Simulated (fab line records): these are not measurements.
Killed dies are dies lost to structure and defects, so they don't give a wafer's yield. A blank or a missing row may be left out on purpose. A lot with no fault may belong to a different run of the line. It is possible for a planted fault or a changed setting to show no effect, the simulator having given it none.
Which tool was responsible?    flow nand harc    14 lots with 42 wafers sampled at 4 steps, on a route of 1159 steps

## WHAT THE GAUGES SHOWED, per wafer
No reading from a measuring or inspecting step in the record can be judged against a usual standard deviation.

## WHAT TOOL EACH LOT RAN ON (gives the tool, then ch and the chambers of the sampled wafers, and finally the start)
lot   NHARC_A_STAIRCASE_HM_DEP_456   NHARC_A_STAIRCASE_DESCUM_291        NHARC_A_STAIRCASE_HM_DEP_462   NHARC_A_STAIRCASE_EXPOSE_307
L124  acl dep-01 ch 0, day 11 23:37  rie diel-02 ch 0,1,3, day 12 02:09  acl dep-02 ch 0, day 12 07:43  krf scanner-03 ch 0, day 12 09:52
L126  acl dep-02 ch 0, day 12 05:52  rie diel-02 ch 0,2,3, day 12 08:25  acl dep-03 ch 0, day 12 11:26  krf scanner-03 ch 0, day 12 13:38
L127  acl dep-01 ch 0, day 12 08:11  rie diel-08 ch 2,3, day 12 10:19    acl dep-02 ch 0, day 12 13:25  krf scanner-03 ch 0, day 12 15:11
L130  acl dep-01 ch 0, day 12 12:25  rie diel-02 ch 0,2,3, day 12 15:13  acl dep-03 ch 0, day 12 17:49  krf scanner-04 ch 0, day 12 19:59
L131  acl dep-01 ch 0, day 13 04:04  rie diel-02 ch 1,2, day 13 06:37    acl dep-03 ch 0, day 13 10:37  krf scanner-03 ch 0, day 13 12:50
L134  acl dep-02 ch 0, day 13 16:26  rie diel-02 ch 0,1, day 13 19:18    acl dep-01 ch 0, day 13 22:26  krf scanner-02 ch 0, day 14 00:52
L132  acl dep-01 ch 0, day 13 18:37  rie diel-02 ch 1,2,3, day 13 21:57  acl dep-02 ch 0, day 14 00:40  krf scanner-03 ch 0, day 14 03:02
L138  acl dep-02 ch 0, day 14 14:49  rie diel-08 ch 0,1,2, day 14 17:33  acl dep-02 ch 0, day 14 22:59  krf scanner-03 ch 0, day 15 01:19
L135  acl dep-03 ch 0, day 14 15:02  rie diel-08 ch 1,2, day 14 17:55    acl dep-01 ch 0, day 15 00:16  krf scanner-03 ch 0, day 15 03:04
L139  acl dep-02 ch 0, day 15 06:29  rie diel-02 ch 1,2,3, day 15 09:01  acl dep-02 ch 0, day 15 11:59  krf scanner-03 ch 0, day 15 13:53
L140  acl dep-01 ch 0, day 15 14:21  rie diel-05 ch 0,1,3, day 15 17:12  acl dep-01 ch 0, day 15 20:35  krf scanner-03, day 15 23:05
L142  acl dep-03 ch 0, day 16 04:58  rie diel-02 ch 0,2, day 16 08:01    acl dep-02 ch 0, day 16 10:51  krf scanner-04 ch 0, day 16 13:12
L143  acl dep-02 ch 0, day 16 05:35  rie diel-02 ch 0,1, day 16 07:50    acl dep-03 ch 0, day 16 11:10  krf scanner-04, day 16 13:01
L147  acl dep-03 ch 0, day 17 03:01  rie diel-08 ch 2,3, day 17 06:01    acl dep-03 ch 0, day 17 08:17  krf scanner-03 ch 0, day 17 10:40
- NHARC_A_STAIRCASE_HM_DEP_456: deposits aC, target thk 1500 nm.
- NHARC_A_STAIRCASE_DESCUM_291: chemistry O2, time 3 s.
- NHARC_A_STAIRCASE_HM_DEP_462: deposits aC, target thk 800 nm.
- NHARC_A_STAIRCASE_EXPOSE_307: exposes mask CHOP 50.

## WHAT THE TOOLS THEMSELVES READ (means of the sampled wafers that have a number; where no wafer has one, the mark that the record gives instead)
NHARC_A_STAIRCASE_HM_DEP_456. Usual: throttle valve pct 35.000 %, standard deviation 0.01.
lot   tool        throttle valve pct (%)  flag
L124  acl dep-01  35.005                  
L126  acl dep-02  35.012                  
L127  acl dep-01  34.998                  
L130  acl dep-01  35.000                  
L131  acl dep-01  34.995                  
L134  acl dep-02  34.994                  
L132  acl dep-01  34.998                  
L138  acl dep-02  35.005                  
L135  acl dep-03  34.999                  
L139  acl dep-02  35.004                  
L140  acl dep-01  35.000                  
L142  acl dep-03  35.000                  
L143  acl dep-02  35.005                  
L147  acl dep-03  35.009                  

NHARC_A_STAIRCASE_DESCUM_291. Usual: drypump motor current A 5.8 A, standard deviation 0.5; oes product au 1.002 a.u., standard deviation 0.0095; rf vpp V 57.8 V, standard deviation 0.84; showerhead plenum p Torr 1.89 Torr, standard deviation 0.085; throttle valve pct 11.312 %, standard deviation 0.0093.
lot   tool         drypump motor current A (A)  oes product au (a.u.)  rf vpp V (V)  showerhead plenum p Torr (Torr)  throttle valve pct (%)  flag
L124  rie diel-02  5.6                          1.001                  56.8          1.93                             11.310                  
L126  rie diel-02  5.6                          0.991                  57.1          1.89                             11.309                  
L127  rie diel-08  6.0                          1.006                  58.0          1.81                             11.316                  
L130  rie diel-02  5.6                          0.994                  58.6          1.89                             11.309                  
L131  rie diel-02  5.7                          0.999                  58.0          1.90                             11.298                  
L134  rie diel-02  5.9                          0.999                  57.8          1.92                             11.306                  
L132  rie diel-02  5.4                          1.003                  57.5          1.90                             11.302                  
L138  rie diel-08  6.2                          1.001                  57.2          1.88                             11.319                  
L135  rie diel-08  6.4                          1.001                  57.9          1.88                             11.322                  
L139  rie diel-02  5.4                          1.011                  57.3          1.90                             11.305                  
L140  rie diel-05  5.6                          0.997                  57.5          1.82                             11.312                  
L142  rie diel-02  6.1                          1.014                  58.1          1.85                             11.317                  
L143  rie diel-02  5.9                          1.004                  57.7          1.91                             11.311                  
L147  rie diel-08  6.0                          0.997                  57.5          1.94                             11.309                  

NHARC_A_STAIRCASE_HM_DEP_462. Usual: throttle valve pct 34.999 %, standard deviation 0.0097.
lot   tool        throttle valve pct (%)  flag
L124  acl dep-02  35.003                  
L126  acl dep-03  35.005                  
L127  acl dep-02  35.000                  
L130  acl dep-03  34.990                  
L131  acl dep-03  34.993                  
L134  acl dep-01  34.992                  
L132  acl dep-02  34.996                  
L138  acl dep-02  34.992                  
L135  acl dep-01  35.010                  
L139  acl dep-02  35.001                  
L140  acl dep-01  34.999                  
L142  acl dep-02  35.002                  
L143  acl dep-03  35.001                  
L147  acl dep-03  34.998                  

NHARC_A_STAIRCASE_EXPOSE_307. Usual: exposure dose mJ cm2 45.72, standard deviation 0.05; focus offset nm 0.0 nm, standard deviation 0.51; reticle temp C 23.00 C, standard deviation 0.096.
lot   tool            exposure dose mJ cm2  focus offset nm (nm)  reticle temp C (C)  flag
L124  krf scanner-03  45.68                 -0.2                  23.08               
L126  krf scanner-03  45.76                 -0.1                  23.06               
L127  krf scanner-03  45.70                 0.4                   23.04               
L130  krf scanner-04  45.76                 0.1                   22.99               
L131  krf scanner-03  45.66                 -0.1                  22.88               
L134  krf scanner-02  45.68                 -0.2                  23.07               
L132  krf scanner-03  45.74                 -0.6                  23.04               
L138  krf scanner-03  45.81                 0.0                   22.96               
L135  krf scanner-03  45.75                 -0.2                  23.12               
L139  krf scanner-03  45.73                 0.2                   22.93               
L140  krf scanner-03  -                     -                     -                   OFF
L142  krf scanner-04  45.74                 -0.3                  22.95               
L143  krf scanner-04  -                     -                     -                   OFF
L147  krf scanner-03  45.71                 -0.2                  23.03               

## THE ANSWER, worked out from the rows above alone
Rule: take the mean of a lot's wafers that have a number; if it is more than 3 standard deviations from the usual mean, the lot is off. A lot without any number at a reading at which 4 lots or more have one is off too. All remaining lots with rows at the step are treated as sound. After the gauges, taken in route order, come the tools' own readings; for these a lot's mean is taken, as printed above. At the first step where some lot is off, the reading lying furthest off is the one used; lots without a number count as furthest.
Off at NHARC_A_STAIRCASE_EXPOSE_307 (exposure dose mJ cm2): L140, L143. Without a number there: L140, L143.
A tool fits if, at that step or a process step before it, it ran every lot that is off, and no sound lot after the first of them. Not one of the candidates tried fits.

## WHAT THE SIMULATOR HAD INSERTED
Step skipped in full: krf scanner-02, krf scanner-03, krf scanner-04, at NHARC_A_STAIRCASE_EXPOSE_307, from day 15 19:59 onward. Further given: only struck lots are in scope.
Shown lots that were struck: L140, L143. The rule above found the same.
